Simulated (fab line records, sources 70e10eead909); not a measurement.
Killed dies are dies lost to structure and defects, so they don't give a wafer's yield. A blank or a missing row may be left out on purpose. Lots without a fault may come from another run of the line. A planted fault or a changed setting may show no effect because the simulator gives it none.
fab line records | flow nand_harc
record lots=6 wafers=18 last_day=24
route steps=1159 shown P_ZERO_WELL@60 P_STI@69 END@1159
lots that met no fault: from a run of the same line without faults
start_h: hours from the record's first day to the start of the lot's first wafer shown | wait_h: hours since the lot's step before | " the same as in the row above | L1.1+2: a row that stands for several wafers | - no value, or no start given | * or withheld: withheld | < > ~ a bound
route shown NAME@n: a module of which the file shows steps, and the number in the route of the first | usual: mean/standard deviation of fault-free wafers | same: alike in all rows | chamber/n: place in a boat | sites: the reading at each site | _std_site: their standard deviation | _edge_site: outer sites' mean less inner sites' | radius_mm: how far each site lies from the wafer's centre | mask NAME#n: copy n | behind: the tool/chamber that last shaped the wafer | hold: why the lot was held/for how many hours/how that ended | device: the transistor (n, p or np) that didn't switch | end of line: the same wafers' tests at the end of the route | a step without rows: its recipe alone | killed: dies lost to structure and defects at the first sort, not the wafer's yield | map: a wafer's dies, x killed, . not, _ none there
set.NAME: the setting as run; set.NAME@STEP: as run at that earlier step | model.NAME: the simulator's own value behind a step, which no gauge read
lots at some steps of the route; a table a step, a row a wafer
services: from which hour (start_h, from the record's first day; less than 0 if before it) a tool's chamber was out of use, for how many hours, and why
## steps
# step NHARC_P_ZERO_WELL_HARDBAKE_53
# recipe temp_c=125 time_s=80
# step NHARC_P_ZERO_WELL_DESCUM_54
# recipe time_s=3 o2_flow_sccm=200 ar_flow_sccm=0 bias_power_w=0 chemistry=O2
# usual drypump_motor_current_A=5.6/0.3 oes_product_au=0.996/0.0099 rf_vpp_V=58.2/0.89 showerhead_plenum_p_Torr=1.98/0.067 throttle_valve_pct=11.310/0.0079
# same bias_power_w=0
# columns lot.wafer tool chamber start_h wait_h drypump_motor_current_A oes_product_au rf_hours_counter_h rf_vpp_V showerhead_plenum_p_Torr throttle_valve_pct
L463.1 rie_diel-08 1 47.90 - 5.5 0.996 7 58.3 1.92 11.308
L463.2 " 2 " " 5.3 0.999 7 57.3 1.85 11.312
L463.5 " 3 " " 6.0 0.978 - 57.4 2.03 11.299
L465.3 rie_diel-08 0 59.79 - 5.6 1.008 6 59.2 2.07 11.332
L465.4 " 1 " " 5.5 1.002 8 57.2 1.92 11.313
L465.6 " 0 " " 5.6 1.013 - 59.6 2.07 11.316
L466.3 rie_diel-01 2 65.84 - 5.8 0.992 6 59.2 2.01 11.329
L466.5 " 3 " " 5.1 1.004 - 58.5 2.02 11.307
L466.6 " 0 " " 5.6 1.007 - 57.4 1.96 11.316
L467.2 rie_diel-01 0 72.02 - 5.6 1.006 7 56.7 1.96 11.304
L467.3 " 3 " " 5.2 0.995 7 57.9 2.02 11.315
L467.6 " 1 " " 5.8 0.998 - 57.7 2.02 11.314
L468.1 rie_diel-08 3 78.08 - 6.0 0.993 8 58.9 2.03 11.300
L468.2 " 0 " " 5.6 1.012 7 57.8 2.07 11.317
L468.5 " 0 " " 5.6 1.013 - 59.7 2.07 11.310
L479.1 rie_diel-08 3 143.82 - 6.0 0.998 0 58.8 2.03 11.309
L479.5 " 1 " " 5.5 0.995 - 58.2 1.92 11.303
L479.6 " 2 " " 5.3 1.001 - 56.8 1.85 11.306
# step NHARC_P_ZERO_WELL_IMPLANT_55
# recipe energy_kev=180 dose_cm2=8e+11 tilt_deg=7
# step NHARC_P_ZERO_WELL_IMPLANT_61
# recipe energy_kev=30 dose_cm2=5e+11 tilt_deg=7
# step NHARC_P_ZERO_WELL_STRIP_56
# recipe time_s=840 temp_c=130 chemistry=SPM
# step NHARC_P_ZERO_WELL_PRECLEAN_68
# recipe time_s=60 temp_c=50 bath_age_min=0 chemistry=SC1
# step NHARC_P_ZERO_WELL_SRD_69
# step NHARC_P_ZERO_WELL_RTA_42
# recipe temp_c=1100 time_s=300
# usual anneal_temp_c_max=1108.1/1.7 lamp_power_pct=40/3.7 wafer_temp_C_max=1105.1/1.3
# columns lot.wafer tool chamber start_h wait_h anneal_temp_c_max lamp_power_pct wafer_temp_C_max
L463.1 rtp_anneal-01 0 48.91 - 1106.3 43 1105.4
L463.2 " 0 " " 1107.6 43 1106.2
L463.5 " 0 " " 1108.2 43 1107.7
L465.3 rtp_anneal-01 0 61.01 - 1106.7 43 1105.0
L465.4 " 0 " " 1106.5 43 1105.7
L465.6 " 0 " " 1106.8 43 1106.0
L466.3 rtp_anneal-01 0 67.15 - 1107.3 43 1104.8
L466.5 " 0 " " 1110.6 43 1105.7
L466.6 " 0 " " 1109.4 43 1107.4
L467.2 rtp_anneal-01 0 73.13 - 1107.9 43 1104.3
L467.3 " 0 " " 1107.2 43 1106.4
L467.6 " 0 " " 1107.6 43 1107.1
L468.1 rtp_anneal-01 0 79.07 - 1106.4 43 1106.5
L468.2 " 0 " " 1106.4 43 1105.9
L468.5 " 0 " " 1109.9 43 1107.2
L479.1 rtp_anneal-02 0 144.78 - 1108.7 35 1104.0
L479.5 " 0 " " 1108.1 35 1103.5
L479.6 " 0 " " 1109.2 35 1104.3
# step NHARC_P_ZERO_WELL_INSPECT_43
# usual raw_defect_count=15/8.6
# columns lot.wafer tool chamber start_h wait_h raw_defect_count
L463.1 defect_inspect-01 - 49.59 0.6 10
L463.2 " - " " 7
L463.5 " - " " 8
L465.3 defect_inspect-01 - 61.48 0.4 13
L465.4 " - " " 13
L465.6 " - " " 11
L466.3 defect_inspect-02 - 67.61 0.4 17
L466.5 " - " " 16
L466.6 " - " " 25
L467.2 defect_inspect-02 - 73.69 0.5 21
L467.3 " - " " 13
L467.6 " - " " 27
L468.1 defect_inspect-01 - 79.75 0.6 12
L468.2 " - " " 15
L468.5 " - " " 11
L479.1 defect_inspect-02 - 145.46 0.6 9
L479.5 " - " " 18
L479.6 " - " " 15
# step NHARC_P_STI_ETCH_26
# recipe target_depth_a=110 chemistry=dHF material=SiO2
# step NHARC_P_STI_PRECLEAN_27
# recipe time_s=* temp_c=50 bath_age_min=0 chemistry=SC1
# step NHARC_P_STI_SRD_28
# step NHARC_P_STI_OXIDE_29
# recipe target_thk_a=100 temp_c=900 ox_time_s=1362 material=SiO2
# usual spike_tc_lower_C=899.9/1.3 spike_tc_top_C=910.9/2.2 zone_power_centre_pct=17.8/1.7
# same ox_time_s=1362
# columns lot.wafer tool chamber start_h wait_h spike_tc_lower_C spike_tc_top_C zone_power_centre_pct
L463.1 furnace-03 0 54.72 - 901.4 914.5 20.0
L463.2 " 0 " " 901.1 914.5 19.8
L463.5 " 0 " " 900.5 914.4 20.0
L465.3 furnace-03 0 65.46 - 900.5 914.7 20.1
L465.4 " 0 " " 901.7 915.0 20.0
L465.6 " 0 " " 902.6 914.2 19.8
L466.3 furnace-05 0 72.01 - 900.3 908.3 18.5
L466.5 " 0 " " 898.5 907.5 18.6
L466.6 " 0 " " 898.7 910.0 18.4
L467.2 furnace-05 0 79.18 - 898.1 910.2 18.7
L467.3 " 0 " " 897.0 909.6 18.6
L467.6 " 0 " " 901.0 909.5 18.7
L468.1 furnace-06 0 83.92 - 900.8 911.0 15.9
L468.2 " 0 " " 899.5 911.9 15.7
L468.5 " 0 " " 902.5 910.4 15.7
L479.1 furnace-05 0 152.91 - 898.9 909.4 19.0
L479.5 " 0 " " 900.9 909.2 18.5
L479.6 " 0 " " 898.2 907.1 18.9
# step NHARC_P_STI_HM_DEP_30
# recipe target_thk_a=800 temp_c=790 pressure_mtorr=300 time_s=873 material=Si3N4
# step NHARC_P_STI_DEHYDRATE_01
# recipe temp_c=150 time_s=120
# step NHARC_P_STI_HMDS_02
# recipe time_s=30
# step NHARC_P_STI_COAT_41
# recipe temp_c=200 time_s=65
# step NHARC_P_STI_COAT_03
# recipe spin_rpm=2000 resist_thk_nm=600
# step NHARC_P_STI_SOFTBAKE_04
# recipe temp_c=125 time_s=70
# step NHARC_P_STI_EBR_05
# step NHARC_P_STI_EXPOSE_06
# recipe na=0.55 target_cd_nm=200 dose_mj=37.69 mask_id=P_STI
# step NHARC_P_STI_PEB_07
# recipe peb_temp_c=128 peb_time_s=80
# step NHARC_P_STI_DEVELOP_08
# recipe time_s=50 dev_temp_c=22
# step NHARC_P_STI_CD_MEAS_09
# recipe target_cd_nm=200 landing_energy_ev=500
# usual cd_nm=201.0/2.1
# same landing_energy_ev=500
# columns lot.wafer tool chamber start_h wait_h cd_nm
L463.1 cd_sem-03 0 66.09 - 197.3
L463.2 " 0 " " 201.9
L463.5 " 0 " " 201.0
L465.3 cd_sem-03 0 76.88 - 201.8
L465.4 " 0 " " 201.8
L465.6 " 0 " " 203.2
L466.3 cd_sem-03 0 83.37 - 198.1
L466.5 " 0 " " 201.6
L466.6 " 0 " " 202.1
L467.2 cd_sem-02 0 90.44 - 197.3
L467.3 " 0 " " 201.9
L467.6 " 0 " " 200.8
L468.1 cd_sem-02 0 95.34 - 199.6
L468.2 " 0 " " 200.1
L468.5 " 0 " " 198.2
L479.1 cd_sem-01 0 164.12 - 198.2
L479.5 " 0 " " 201.5
L479.6 " 0 " " 201.3
# step NHARC_P_STI_OVL_MEAS_10
# usual overlay_x_nm=-1/6.2 overlay_y_nm=0/6.5
# columns lot.wafer tool chamber start_h wait_h overlay_x_nm overlay_y_nm
L463.1 overlay-01 - 66.18 - -3 3
L463.2 " - " " -3 3
L463.5 " - " " -4 3
L465.3 overlay-01 - 76.96 - -4 2
L465.4 " - " " -4 2
L465.6 " - " " -4 2
L466.3 overlay-01 - 83.46 - 3 0
L466.5 " - " " 3 -1
L466.6 " - " " 3 0
L467.2 overlay-02 - 90.53 - 3 10
L467.3 " - " " 3 10
L467.6 " - " " 3 10
L468.1 overlay-02 - 95.42 - -2 -3
L468.2 " - " " -3 -3
L468.5 " - " " -2 -3
L479.1 overlay-01 - 164.21 - 1 -7
L479.5 " - " " 1 -7
L479.6 " - " " 2 -7
# step NHARC_P_STI_INSPECT_11
# usual raw_defect_count=5.6/2.6
# columns lot.wafer tool chamber start_h wait_h raw_defect_count
L463.1 defect_inspect-01 - 66.22 0.0 10
L463.2 " - " " 9
L463.5 " - " " 8
L465.3 defect_inspect-01 - 77.00 0.0 11
L465.4 " - " " 4
L465.6 " - " " 7
L466.3 defect_inspect-02 - 83.49 0.0 788
L466.5 " - " " 746
L466.6 " - " " 773
L467.2 defect_inspect-01 - 90.57 0.0 749
L467.3 " - " " 787
L467.6 " - " " 742
L468.1 defect_inspect-01 - 95.46 0.0 5
L468.2 " - " " 1
L468.5 " - " " 4
L479.1 defect_inspect-01 - 164.25 0.0 6
L479.5 " - " " 4
L479.6 " - " " 5
# step NHARC_P_STI_HARDBAKE_13
# recipe temp_c=118 time_s=65
# step NHARC_END_SORT_01
# recipe temp_c=25
# usual killed_at_array=25/9.5 killed_at_other=0.8/1.2 killed_at_periphery=3.4/2.2 killed_dies=29/10 killed_open=3.3/1.8 killed_short=2.1/1.4
# same gross_dies=677
# columns lot.wafer tool chamber start_h wait_h killed_at_array killed_at_other killed_at_periphery killed_dies killed_open killed_short
L465.3 prober-02 0 487.47 3.1 34 0 8 42 1 3
L465.4 prober-02 0 488.26 3.4 35 0 6 41 4 3
L465.6 prober-02 0 489.86 4.0 31 0 3 34 2 1
L466.3 prober-02 0 496.98 3.1 10 0 454 464 0 0
L466.5 prober-02 0 498.58 3.7 15 0 439 454 4 0
L466.6 prober-02 0 499.38 4.0 18 0 440 458 2 1
L468.1 prober-02 0 503.23 2.5 43 0 5 48 4 5
L468.2 prober-02 0 504.02 2.8 30 0 2 32 4 2
L468.5 prober-02 0 506.41 3.7 31 0 3 34 4 1
L467.2 prober-01 0 503.86 2.8 19 0 445 464 3 1
L467.3 prober-01 0 504.65 3.1 15 0 438 453 1 0
L467.6 prober-01 0 507.05 4.0 19 0 425 444 0 1
L479.1 prober-01 0 583.46 2.5 19 0 3 22 4 3
L479.5 prober-01 0 586.63 3.7 17 1 3 21 1 3
L479.6 prober-01 0 587.43 4.0 22 0 5 27 5 3
# killed by level:class
L465.3 A_SLIT:chamber_film_flake=14 A_CHANNEL_HOLE_D1:chamber_film_flake=11 A_CONTACT:chamber_film_flake=4 P_ZERO_WELL:chamber_film_flake=3 A_STAIRCASE:chamber_film_flake=2 P_GATE:geometric_particle:open=1 P_M1:geometric_particle:short=1 A_CHANNEL_FILL_D1:geometric_particle:short=1
L465.4 A_CHANNEL_HOLE_D1:chamber_film_flake=16 A_SLIT:chamber_film_flake=7 A_WL_FILL:geometric_particle:short=3 P_GATE:chamber_film_flake=2 A_SGD_CUT:chamber_film_flake=2 A_CONTACT:chamber_film_flake=2 P_GATE:geometric_particle:open=1 P_M0:geometric_particle:open=1
L465.6 A_SLIT:chamber_film_flake=13 A_CHANNEL_HOLE_D1:chamber_film_flake=10 A_SGD_CUT:chamber_film_flake=4 P_M2:geometric_particle:open=2 A_CONTACT:chamber_film_flake=2 A_CHANNEL_FILL_D1:geometric_particle:short=1 P_STI:chamber_film_flake=1 A_ZERO_WELL:chamber_film_flake=1
L466.3 P_STI:unspecified=453 A_CONTACT:chamber_film_flake=4 A_CHANNEL_HOLE_D1:chamber_film_flake=3 A_WL_FILL:chamber_film_flake=1 A_STAIRCASE:chamber_film_flake=1 P_STI:chamber_film_flake=1 A_SLIT:chamber_film_flake=1
L466.5 P_STI:unspecified=437 A_WL_FILL:chamber_film_flake=8 A_CONTACT:chamber_film_flake=2 P_CONTACT:geometric_particle:open=1 A_ONON_D1:geometric_particle:open=1 A_CONTACT:geometric_particle:open=1 A_WL_FILL:geometric_particle:open=1 A_CHANNEL_HOLE_D1:chamber_film_flake=1
L466.6 P_STI:unspecified=440 A_CONTACT:chamber_film_flake=7 A_WL_FILL:chamber_film_flake=5 A_ONON_D1:geometric_particle:open=2 A_CHANNEL_HOLE_D1:chamber_film_flake=2 A_M0:geometric_particle:short=1 A_STAIRCASE:chamber_film_flake=1
L468.1 A_SLIT:chamber_film_flake=16 A_CHANNEL_HOLE_D1:chamber_film_flake=13 A_CONTACT:chamber_film_flake=4 A_M0:geometric_particle:open=2 A_STAIRCASE:chamber_film_flake=2 P_GATE:geometric_particle:open=1 P_GATE:geometric_particle:short=1 P_CONTACT:geometric_particle:short=1
L467.2 P_STI:unspecified=441 A_CHANNEL_HOLE_D1:chamber_film_flake=11 P_CONTACT:chamber_film_flake=3 A_CONTACT:chamber_film_flake=3 P_M0:geometric_particle:open=1 A_CONTACT:geometric_particle:open=1 A_M0:geometric_particle:open=1 A_M0:geometric_particle:short=1
L468.2 A_CHANNEL_HOLE_D1:chamber_film_flake=16 A_CONTACT:chamber_film_flake=5 A_SLIT:chamber_film_flake=4 A_WL_FILL:geometric_particle:open=3 P_M2:geometric_particle:open=1 A_STAIRCASE:geometric_particle:short=1 A_WL_FILL:geometric_particle:short=1 P_GATE:chamber_film_flake=1
L467.3 P_STI:unspecified=437 A_CHANNEL_HOLE_D1:chamber_film_flake=10 A_CONTACT:chamber_film_flake=3 A_ONON_D1:geometric_particle:open=1 A_SGD_CUT:chamber_film_flake=1 P_CONTACT:chamber_film_flake=1
L468.5 A_CHANNEL_HOLE_D1:chamber_film_flake=20 A_SLIT:chamber_film_flake=4 A_CONTACT:chamber_film_flake=4 P_CONTACT:geometric_particle:open=1 P_M0:geometric_particle:open=1 P_M1:geometric_particle:open=1 A_ONON_D1:geometric_particle:open=1 A_CHANNEL_FILL_D1:geometric_particle:short=1
L467.6 P_STI:unspecified=422 A_CHANNEL_HOLE_D1:chamber_film_flake=15 P_CONTACT:chamber_film_flake=2 A_CONTACT:chamber_film_flake=2 A_SGD_CUT:geometric_particle:short=1 P_STI:chamber_film_flake=1 A_STAIRCASE:chamber_film_flake=1
L479.1 A_CHANNEL_HOLE_D1:chamber_film_flake=7 A_ONON_D1:geometric_particle:short=2 P_M1:chamber_film_flake=2 A_STAIRCASE:chamber_film_flake=2 A_CONTACT:chamber_film_flake=2 A_ONON_D1:geometric_particle:open=1 A_WL_FILL:geometric_particle:short=1 A_WL_FILL:geometric_particle:open=1
L479.5 A_CHANNEL_HOLE_D1:chamber_film_flake=10 A_STAIRCASE:chamber_film_flake=2 A_CONTACT:chamber_film_flake=2 P_M1:geometric_particle:open=1 A_ONON_D1:geometric_particle:short=1 A_CHANNEL_FILL_D1:geometric_particle:short=1 STARTING-WAFER:geometric_particle:short=1 P_ZERO_WELL:chamber_film_flake=1
L479.6 A_STAIRCASE:chamber_film_flake=6 P_M1:chamber_film_flake=4 A_CHANNEL_HOLE_D1:chamber_film_flake=4 A_CONTACT:chamber_film_flake=3 A_CHANNEL_FILL_D1:geometric_particle:open=2 A_CONTACT:geometric_particle:open=2 A_CHANNEL_HOLE_D1:geometric_particle:short=1 A_SGD_CUT:geometric_particle:short=1
# map L466.3 (x killed, . not)
____________.____________
_________x.xxxxx_________
_______.xxxxxx.xxx_______
______xx.xxxxxxxxxx______
_____.xx...x.xxxxx.x_____
____xxx.xxxxxxx.xx.xx____
____xx..xxxxxx.x.x.x.____
___xxxxxx.x..x.x.x..xx___
___xx..xxx.xx.xxxxxxx.___
__.xxxxx.xxx.xxxxxxx..x__
__...xxxxx.x..xxx.x...x__
_xxxx..xx.xxxx....x..x.x_
_xxxxx.xxx.x.xx.xxxxxx.x_
_x.xx.xxxxxxx.xxxxxxxxx._
_.x..xxxx..xxx.x.x.xxxxx_
_..xxx....x.xxxxxx.xxx.x_
xx.x..xxxxxxxxxxxx.xxxxx.
xx..x.xxx..x..xxx..xx.x..
x.xxxxxx..xxxx.xxx..xxx.x
x.xxx.xx.xxxx.xxx..xx.xx.
xx.x.xxxxx.xxxx.xxxx.x.xx
_xxx.xx..xx..xxxxx.x..xx_
_x.x.x.x.xxxxxxx.x...xx._
_xx.x...xxx.xxx...xxx..x_
_x..xxxxxx.x...xxxxxx.xx_
_xxxxxx.x.xxxxxxxxxx.xxx_
__x.xxxxx.xxx.x..x.xxxx__
__xx..x..xx...xxxxx.xxx__
___x.x.xxxxxxx..xxxxxx___
___x..xxx.xxx.xxxxx..x___
____xxxxx.xx.xx.xx...____
____xx.x.x.xxx..xx.x.____
_____.xx.xx..xx..x.x_____
______.xxxxxx.x.xxx______
_______xx..x.xx.x._______
_________.xxx.xx_________
____________.____________
# map L467.2 (x killed, . not)
____________x____________
_________xx.xxxx_________
_______xxxx.....xx_______
______xxx.xxx...xxx______
_____.x.x.x.xxxxxxx._____
____.xxxxxx.x.xxxxx..____
____.xxxxx.xxxx.xxxxx____
___xxx..x..xxxxxxx.xx.___
___.xxx.xxxxx.xxxxxxxx___
__xx.xxx.xx.x..xxxxxx..__
__xxxx.xx..xx..x.xx.xx.__
_...xxxxx....x.xxxxxxx.x_
_.xx.xxx.xxxx.x..x.x..xx_
_.x.xxx.xxx.xxxxx.x.x.xx_
_.xxxxx..x.xx.x.xxxx.xx._
_xxxxxx.xx.xxxxxxx..x.xx_
xxx.x.x.xxxx..x.xxx...x.x
xx.x...xx..x.xxxxxxxxxxxx
..xxxxx..xxxx..xxx..x.xxx
.xx.xxxxx..xxxx.xxxxxxx..
xx.xxxx.xxxxx.x.x.xxxx..x
_xxxx.x.xx.xxx.x.xxxxxx._
_.x...xx.x.xxxx.xxx.xxxx_
_x.xxxxxxxx.xxxxxxxxxxxx_
_xxxxxx..xxxxxx..xxxxxxx_
_xxxx..xxxxxxx.x..xxxx.._
__.xx.x..xxxxxx.x.x.xxx__
__.xx.x.xxxx.xxxx.x.xxx__
___xxxxx....x.x.xxx.xx___
___x..x..xxxx.xxxxxx.x___
____xx..xx.xx..x..xxx____
____xxx..x.xxxxxxx..x____
_____..x...x.xx.x.x._____
______x..x.x..xx.xx______
_______.xx.xxxx.xx_______
_________xx...x._________
____________.____________
## services
# columns tool chamber start_h hours kind
rie_diel-08 0 30.30 - clean
rie_diel-08 1 30.30 - clean
rie_diel-08 2 30.30 - clean
rie_diel-08 3 30.30 - clean
rie_diel-08 0 37.74 15.8 repair
rie_diel-08 0 54.80 - clean
rie_diel-08 1 54.80 - clean
rie_diel-08 2 54.80 - clean
rie_diel-08 3 54.80 - clean
rie_diel-08 0 79.30 - clean
rie_diel-08 1 79.30 - clean
rie_diel-08 2 79.30 - clean
rie_diel-08 3 79.30 - clean
rie_diel-08 0 103.80 - clean
rie_diel-08 1 103.80 - clean
rie_diel-08 2 103.80 - clean
rie_diel-08 3 103.80 - clean
rie_diel-08 - 124.80 9.0 pm
rie_diel-08 0 124.80 9.0 vent_cycle
rie_diel-08 1 124.80 9.0 vent_cycle
rie_diel-08 2 124.80 9.0 vent_cycle
rie_diel-08 3 124.80 9.0 vent_cycle
rie_diel-08 0 133.80 - clean
rie_diel-01 - 137.82 9.0 pm
## key
first_sign step=NHARC_P_STI_INSPECT_11 reading=raw_defect_count direction=up sigmas=99+ usual=5.6 struck=764.2
effect step=NHARC_END_SORT_01 reading=killed_at_periphery direction=up sigmas=99+ usual=3.4 struck=440.2
more_kills_born_at NHARC_P_STI_OXIDE_29@furnace-05=2630
met_at NHARC_P_STI_OXIDE_29
struck_wafers L466.3,L466.5,L466.6,L467.2,L467.3,L467.6
tester_left_out L466,L467
also_fits NHARC_P_ZERO_WELL_DESCUM_54:rie_diel-01
fault kind=chamber_particle_source tool=furnace-05 chamber=- onset_h=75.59 steps=NHARC_P_STI_OXIDE_29 rate_per_visit_cm2=1.1767 end_h=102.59
# tester_left_out: of these lots the tester's yield and bins aren't shown, on N5 and GAA mostly nor the transistor test; their killed dies are dies lost to structure and defects alone, not to doping, threshold or leakage, so they don't give the yield
